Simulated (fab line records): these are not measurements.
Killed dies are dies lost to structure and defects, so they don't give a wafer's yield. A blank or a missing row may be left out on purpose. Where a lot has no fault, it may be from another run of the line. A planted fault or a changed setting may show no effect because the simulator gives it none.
What tool caused it? / flow n5 finfet / 24 lots with 72 wafers sampled at 3 steps, on a route of 1938 steps

== WHAT THE GAUGES READ, wafer by wafer ==
N5_BEOL_M13_OVL_MEAS_29. Usual: M13_OVL 4 nm, standard deviation 5.1.
lot=L074; measured=day 12 13:02; on=overlay-02; M13_OVL (nm)=6 6 9; flag=
lot=L075; measured=day 13 21:08; on=overlay-02; M13_OVL (nm)=6 5 6; flag=
lot=L076; measured=day 14 05:26; on=overlay-02; M13_OVL (nm)=4 -3 6; flag=
lot=L077; measured=day 14 09:01; on=overlay-02; M13_OVL (nm)=10 11 6; flag=
lot=L078; measured=day 14 21:59; on=overlay-01; M13_OVL (nm)=3 1 1; flag=
lot=L080; measured=day 15 01:40; on=overlay-01; M13_OVL (nm)=6 5 7; flag=
lot=L081; measured=day 15 07:44; on=overlay-01; M13_OVL (nm)=0 4 2; flag=
lot=L083; measured=day 15 08:37; on=overlay-01; M13_OVL (nm)=3 -1 5; flag=
lot=L082; measured=day 15 15:43; on=overlay-01; M13_OVL (nm)=8 2 3; flag=
lot=L084; measured=day 15 17:16; on=overlay-02; M13_OVL (nm)=2 4 -5; flag=
lot=L086; measured=day 16 03:55; on=overlay-02; M13_OVL (nm)=4 5 7; flag=
lot=L092; measured=day 16 05:55; on=overlay-01; M13_OVL (nm)=1 2 4; flag=
lot=L085; measured=day 16 13:37; on=overlay-02; M13_OVL (nm)=4 12 6; flag=
lot=L088; measured=day 16 23:26; on=overlay-02; M13_OVL (nm)=4 2 10; flag=
lot=L087; measured=day 17 04:32; on=overlay-02; M13_OVL (nm)=3 2 -1; flag=
lot=L089; measured=day 17 05:13; on=overlay-02; M13_OVL (nm)=1 -5 -2; flag=
lot=L090; measured=day 17 11:11; on=overlay-02; M13_OVL (nm)=-2 -2 3; flag=
lot=L091; measured=day 17 17:49; on=overlay-02; M13_OVL (nm)=4 9 8; flag=
lot=L093; measured=day 17 19:20; on=overlay-02; M13_OVL (nm)=-2 0 2; flag=
lot=L097; measured=day 18 20:17; on=overlay-01; M13_OVL (nm)=14 6 10; flag=
lot=L096; measured=day 18 21:04; on=overlay-02; M13_OVL (nm)=-4 0 5; flag=
lot=L079; measured=day 18 21:14; on=overlay-02; M13_OVL (nm)=15 12 11; flag=
lot=L094; measured=day 19 13:48; on=overlay-01; M13_OVL (nm)=6 8 10; flag=
lot=L095; measured=day 19 19:48; on=overlay-02; M13_OVL (nm)=-2 -4 -9; flag=

== WHAT TOOL EACH LOT RAN ON (gives the tool, then ch and the chambers of the sampled wafers, and finally the start) ==
lot=L074; N5_BEOL_M12_TRENCH_ETCH_34=rie diel-04 ch 2,3, day 12 07:10; N5_BEOL_M12_DEGAS_41=pvd sputter-03, day 12 10:14
lot=L075; N5_BEOL_M12_TRENCH_ETCH_34=rie diel-02 ch 0,1, day 13 15:44; N5_BEOL_M12_DEGAS_41=pvd sputter-03, day 13 18:18
lot=L076; N5_BEOL_M12_TRENCH_ETCH_34=rie diel-02 ch 0,1,3, day 13 23:46; N5_BEOL_M12_DEGAS_41=pvd sputter-02, day 14 01:16
lot=L077; N5_BEOL_M12_TRENCH_ETCH_34=rie diel-02 ch 0,2, day 14 04:53; N5_BEOL_M12_DEGAS_41=pvd sputter-02, day 14 06:16
lot=L078; N5_BEOL_M12_TRENCH_ETCH_34=rie diel-02 ch 0,1,2, day 14 14:13; N5_BEOL_M12_DEGAS_41=pvd sputter-02, day 14 19:01
lot=L080; N5_BEOL_M12_TRENCH_ETCH_34=rie diel-04 ch 0,1, day 14 21:47; N5_BEOL_M12_DEGAS_41=pvd sputter-03, day 14 22:28
lot=L081; N5_BEOL_M12_TRENCH_ETCH_34=rie diel-04 ch 0,1,3, day 15 00:50; N5_BEOL_M12_DEGAS_41=pvd sputter-02, day 15 04:54
lot=L083; N5_BEOL_M12_TRENCH_ETCH_34=rie diel-02 ch 0,1,2, day 15 03:24; N5_BEOL_M12_DEGAS_41=pvd sputter-02, day 15 05:31
lot=L082; N5_BEOL_M12_TRENCH_ETCH_34=rie diel-04 ch 0,1, day 15 10:48; N5_BEOL_M12_DEGAS_41=pvd sputter-01, day 15 12:26
lot=L084; N5_BEOL_M12_TRENCH_ETCH_34=rie diel-04 ch 0,1,3, day 15 11:17; N5_BEOL_M12_DEGAS_41=pvd sputter-03, day 15 14:17
lot=L086; N5_BEOL_M12_TRENCH_ETCH_34=rie diel-04 ch 0,2,3, day 15 23:01; N5_BEOL_M12_DEGAS_41=pvd sputter-01, day 16 00:53
lot=L092; N5_BEOL_M12_TRENCH_ETCH_34=rie diel-05 ch 1,2,3, day 16 00:05; N5_BEOL_M12_DEGAS_41=pvd sputter-03, day 16 03:03
lot=L085; N5_BEOL_M12_TRENCH_ETCH_34=rie diel-02 ch 0,1,2, day 16 02:42; N5_BEOL_M12_DEGAS_41=pvd sputter-03, day 16 10:08
lot=L088; N5_BEOL_M12_TRENCH_ETCH_34=rie diel-02 ch 1,3, day 16 17:18; N5_BEOL_M12_DEGAS_41=pvd sputter-03, day 16 20:08
lot=L087; N5_BEOL_M12_TRENCH_ETCH_34=rie diel-02 ch 0,1,3, day 16 23:43; N5_BEOL_M12_DEGAS_41=pvd sputter-02, day 17 01:25
lot=L089; N5_BEOL_M12_TRENCH_ETCH_34=rie diel-05 ch 1,3, day 16 23:52; N5_BEOL_M12_DEGAS_41=pvd sputter-03, day 17 01:53
lot=L090; N5_BEOL_M12_TRENCH_ETCH_34=rie diel-02 ch 0,2, day 17 05:13; N5_BEOL_M12_DEGAS_41=pvd sputter-03, day 17 08:13
lot=L091; N5_BEOL_M12_TRENCH_ETCH_34=rie diel-05 ch 1,2,3, day 17 05:30; N5_BEOL_M12_DEGAS_41=pvd sputter-02, day 17 13:56
lot=L093; N5_BEOL_M12_TRENCH_ETCH_34=rie diel-05 ch 1,2, day 17 10:17; N5_BEOL_M12_DEGAS_41=pvd sputter-03, day 17 16:10
lot=L097; N5_BEOL_M12_TRENCH_ETCH_34=rie diel-02 ch 0,3, day 18 15:38; N5_BEOL_M12_DEGAS_41=pvd sputter-01, day 18 17:20
lot=L096; N5_BEOL_M12_TRENCH_ETCH_34=rie diel-05 ch 0,1, day 18 16:07; N5_BEOL_M12_DEGAS_41=pvd sputter-02, day 18 17:50
lot=L079; N5_BEOL_M12_TRENCH_ETCH_34=rie diel-02 ch 0,3, day 18 16:31; N5_BEOL_M12_DEGAS_41=pvd sputter-03, day 18 17:50
lot=L094; N5_BEOL_M12_TRENCH_ETCH_34=rie diel-05 ch 0,2,3, day 19 09:10; N5_BEOL_M12_DEGAS_41=pvd sputter-01, day 19 10:53
lot=L095; N5_BEOL_M12_TRENCH_ETCH_34=rie diel-02 ch 0,1, day 19 14:17; N5_BEOL_M12_DEGAS_41=pvd sputter-02, day 19 16:58
- N5_BEOL_M12_TRENCH_ETCH_34: etches SiOC in C4F8/O2/Ar, target depth 318.95 nm, time 125.5 s.
- N5_BEOL_M12_DEGAS_41: time 60 s.

== AS READ BY THE TOOLS THEMSELVES (means over the sampled wafers that have a number; for cases with no such wafer, the mark the record gives instead) ==
N5_BEOL_M12_TRENCH_ETCH_34. Usual: drypump motor current A 5.8 A, standard deviation 0.39; oes product au 0.80 a.u., standard deviation 0.11; rf vpp V 665.3 V, standard deviation 1.9; showerhead plenum p Torr 3.41 Torr, standard deviation 0.059; throttle valve pct 24.13 %, standard deviation 0.22.
lot=L074; tool=rie diel-04; drypump motor current A (A)=5.7; oes product au (a.u.)=0.67; rf vpp V (V)=666.8; showerhead plenum p Torr (Torr)=3.46; throttle valve pct (%)=24.34; flag=
lot=L075; tool=rie diel-02; drypump motor current A (A)=5.9; oes product au (a.u.)=0.73; rf vpp V (V)=665.3; showerhead plenum p Torr (Torr)=3.40; throttle valve pct (%)=24.33; flag=
lot=L076; tool=rie diel-02; drypump motor current A (A)=5.9; oes product au (a.u.)=0.80; rf vpp V (V)=665.9; showerhead plenum p Torr (Torr)=3.43; throttle valve pct (%)=24.19; flag=
lot=L077; tool=rie diel-02; drypump motor current A (A)=5.8; oes product au (a.u.)=0.76; rf vpp V (V)=666.0; showerhead plenum p Torr (Torr)=3.41; throttle valve pct (%)=24.28; flag=
lot=L078; tool=rie diel-02; drypump motor current A (A)=5.6; oes product au (a.u.)=0.72; rf vpp V (V)=664.1; showerhead plenum p Torr (Torr)=3.40; throttle valve pct (%)=24.37; flag=
lot=L080; tool=rie diel-04; drypump motor current A (A)=5.5; oes product au (a.u.)=0.92; rf vpp V (V)=666.3; showerhead plenum p Torr (Torr)=3.45; throttle valve pct (%)=23.84; flag=
lot=L081; tool=rie diel-04; drypump motor current A (A)=5.6; oes product au (a.u.)=0.92; rf vpp V (V)=667.2; showerhead plenum p Torr (Torr)=3.45; throttle valve pct (%)=23.95; flag=
lot=L083; tool=rie diel-02; drypump motor current A (A)=5.6; oes product au (a.u.)=0.72; rf vpp V (V)=664.5; showerhead plenum p Torr (Torr)=3.40; throttle valve pct (%)=24.37; flag=
lot=L082; tool=rie diel-04; drypump motor current A (A)=5.8; oes product au (a.u.)=0.88; rf vpp V (V)=664.5; showerhead plenum p Torr (Torr)=3.40; throttle valve pct (%)=23.82; flag=
lot=L084; tool=rie diel-04; drypump motor current A (A)=5.6; oes product au (a.u.)=0.90; rf vpp V (V)=666.3; showerhead plenum p Torr (Torr)=3.45; throttle valve pct (%)=23.95; flag=
lot=L086; tool=rie diel-04; drypump motor current A (A)=5.9; oes product au (a.u.)=0.82; rf vpp V (V)=664.9; showerhead plenum p Torr (Torr)=3.40; throttle valve pct (%)=24.05; flag=
lot=L092; tool=rie diel-05; drypump motor current A (A)=5.8; oes product au (a.u.)=0.81; rf vpp V (V)=665.2; showerhead plenum p Torr (Torr)=3.40; throttle valve pct (%)=23.97; flag=
lot=L085; tool=rie diel-02; drypump motor current A (A)=5.6; oes product au (a.u.)=0.71; rf vpp V (V)=664.3; showerhead plenum p Torr (Torr)=3.39; throttle valve pct (%)=24.38; flag=
lot=L088; tool=rie diel-02; drypump motor current A (A)=5.8; oes product au (a.u.)=0.81; rf vpp V (V)=665.6; showerhead plenum p Torr (Torr)=3.43; throttle valve pct (%)=24.19; flag=
lot=L087; tool=rie diel-02; drypump motor current A (A)=5.9; oes product au (a.u.)=0.77; rf vpp V (V)=665.4; showerhead plenum p Torr (Torr)=3.42; throttle valve pct (%)=24.23; flag=
lot=L089; tool=rie diel-05; drypump motor current A (A)=6.0; oes product au (a.u.)=0.74; rf vpp V (V)=664.3; showerhead plenum p Torr (Torr)=3.37; throttle valve pct (%)=24.05; flag=
lot=L090; tool=rie diel-02; drypump motor current A (A)=5.3; oes product au (a.u.)=0.71; rf vpp V (V)=664.2; showerhead plenum p Torr (Torr)=3.38; throttle valve pct (%)=24.41; flag=
lot=L091; tool=rie diel-05; drypump motor current A (A)=5.8; oes product au (a.u.)=0.79; rf vpp V (V)=665.2; showerhead plenum p Torr (Torr)=3.39; throttle valve pct (%)=23.97; flag=
lot=L093; tool=rie diel-05; drypump motor current A (A)=6.1; oes product au (a.u.)=0.82; rf vpp V (V)=662.2; showerhead plenum p Torr (Torr)=3.32; throttle valve pct (%)=23.89; flag=
lot=L097; tool=rie diel-02; drypump motor current A (A)=5.9; oes product au (a.u.)=0.81; rf vpp V (V)=665.6; showerhead plenum p Torr (Torr)=3.43; throttle valve pct (%)=24.13; flag=
lot=L096; tool=rie diel-05; drypump motor current A (A)=6.2; oes product au (a.u.)=0.74; rf vpp V (V)=662.9; showerhead plenum p Torr (Torr)=3.32; throttle valve pct (%)=24.10; flag=
lot=L079; tool=rie diel-02; drypump motor current A (A)=6.1; oes product au (a.u.)=0.79; rf vpp V (V)=666.5; showerhead plenum p Torr (Torr)=3.42; throttle valve pct (%)=24.16; flag=
lot=L094; tool=rie diel-05; drypump motor current A (A)=5.8; oes product au (a.u.)=0.84; rf vpp V (V)=664.6; showerhead plenum p Torr (Torr)=3.41; throttle valve pct (%)=24.03; flag=
lot=L095; tool=rie diel-02; drypump motor current A (A)=6.0; oes product au (a.u.)=0.81; rf vpp V (V)=664.1; showerhead plenum p Torr (Torr)=3.39; throttle valve pct (%)=24.17; flag=

N5_BEOL_M12_DEGAS_41. Usual: heater power w reads 332 W (standard deviation 27).
lot=L074; tool=pvd sputter-03; heater power w (W)=339; flag=
lot=L075; tool=pvd sputter-03; heater power w (W)=354; flag=
lot=L076; tool=pvd sputter-02; heater power w (W)=329; flag=
lot=L077; tool=pvd sputter-02; heater power w (W)=330; flag=
lot=L078; tool=pvd sputter-02; heater power w (W)=333; flag=
lot=L080; tool=pvd sputter-03; heater power w (W)=320; flag=
lot=L081; tool=pvd sputter-02; heater power w (W)=334; flag=
lot=L083; tool=pvd sputter-02; heater power w (W)=319; flag=
lot=L082; tool=pvd sputter-01; heater power w (W)=373; flag=
lot=L084; tool=pvd sputter-03; heater power w (W)=326; flag=
lot=L086; tool=pvd sputter-01; heater power w (W)=337; flag=
lot=L092; tool=pvd sputter-03; heater power w (W)=338; flag=
lot=L085; tool=pvd sputter-03; heater power w (W)=328; flag=
lot=L088; tool=pvd sputter-03; heater power w (W)=339; flag=
lot=L087; tool=pvd sputter-02; heater power w (W)=342; flag=
lot=L089; tool=pvd sputter-03; heater power w (W)=312; flag=
lot=L090; tool=pvd sputter-03; heater power w (W)=314; flag=
lot=L091; tool=pvd sputter-02; heater power w (W)=332; flag=
lot=L093; tool=pvd sputter-03; heater power w (W)=342; flag=
lot=L097; tool=pvd sputter-01; heater power w (W)=333; flag=
lot=L096; tool=pvd sputter-02; heater power w (W)=309; flag=
lot=L079; tool=pvd sputter-03; heater power w (W)=318; flag=
lot=L094; tool=pvd sputter-01; heater power w (W)=371; flag=
lot=L095; tool=pvd sputter-02; heater power w (W)=323; flag=

== THE ANSWER, worked out from the rows above alone ==
Rule: take the mean of a lot's wafers that have a number; if it is more than 3 standard deviations from the usual mean, the lot is off. Also off: a lot with no number at a reading for which 4 or more lots have one. Where the step has rows for the other lots, those lots are counted as sound. Order of review: gauges by route order, followed by the tools' own readings, for which a lot's mean as printed above is used. At the first step where some lot is off, the reading lying furthest off is the one used; lots without a number count as furthest.
Across all readings shown, no lot is off: no conclusion can be drawn from this.

== WHAT THE SIMULATOR PUT IN ==
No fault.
